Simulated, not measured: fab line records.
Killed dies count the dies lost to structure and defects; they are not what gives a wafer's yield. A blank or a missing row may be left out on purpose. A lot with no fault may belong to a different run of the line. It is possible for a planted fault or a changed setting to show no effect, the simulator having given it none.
Matching of chambers / flow n5-finfet / pecvd-02 running N5_BEOL_M0_SAQP_ILD_DEP_01: 3 sister chambers
The step deposits SiOC from DEMS/O2, target thk 45.419 nm, time 8.7 s. 6 wafers are shown with their chamber, then 7 later ones without.

## WAFERS PAIRED WITH THEIR CHAMBERS
wafer=L078.6; chamber=1; throttle-valve-pct (%)=12.1; heater-power-w (W)=485
wafer=L079.2; chamber=0; throttle-valve-pct (%)=11.1; heater-power-w (W)=559
wafer=L087.4; chamber=0; throttle-valve-pct (%)=11.0; heater-power-w (W)=598
wafer=L087.5; chamber=2; throttle-valve-pct (%)=13.0; heater-power-w (W)=622
wafer=L088.3; chamber=2; throttle-valve-pct (%)=13.1; heater-power-w (W)=687
wafer=L088.5; chamber=1; throttle-valve-pct (%)=12.2; heater-power-w (W)=416

## WAFERS MISSING THEIR CHAMBER
wafer=L088.6; throttle-valve-pct (%)=12.8; heater-power-w (W)=672
wafer=L096.3; throttle-valve-pct (%)=11.5; heater-power-w (W)=610
wafer=L096.4; throttle-valve-pct (%)=12.5; heater-power-w (W)=390
wafer=L096.5; throttle-valve-pct (%)=11.3; heater-power-w (W)=621
wafer=L097.1; throttle-valve-pct (%)=11.2; heater-power-w (W)=485
wafer=L097.3; throttle-valve-pct (%)=12.1; heater-power-w (W)=400
wafer=L097.4; throttle-valve-pct (%)=11.0; heater-power-w (W)=496

## CHAMBER TAKEN BY EACH
wafer=L088.6; from the rows above=2; in truth=2
wafer=L096.3; from the rows above=0; in truth=0
wafer=L096.4; from the rows above=1; in truth=1
wafer=L096.5; from the rows above=0; in truth=0
wafer=L097.1; from the rows above=0; in truth=0
wafer=L097.3; from the rows above=1; in truth=1
wafer=L097.4; from the rows above=0; in truth=0
Correctly placed: 7 of 7. From these rows, 0 cannot be placed. Number placed wrongly: 0.
How it was worked out, from the rows above alone: a wafer's distance from a chamber is the root of the sum, over the readings, of the square of ((its reading less the chamber's mean) divided by the reading's scatter). If the next closest chamber is less than 2 further off than the closest, the wafer can't be placed; otherwise it belongs to the closest. A chamber's mean is the mean of its shown wafers. How the scatter is found: for the shown wafers, subtract from each reading the mean of its chamber, square and add these, divide the total by (wafers less chambers), then take the root.
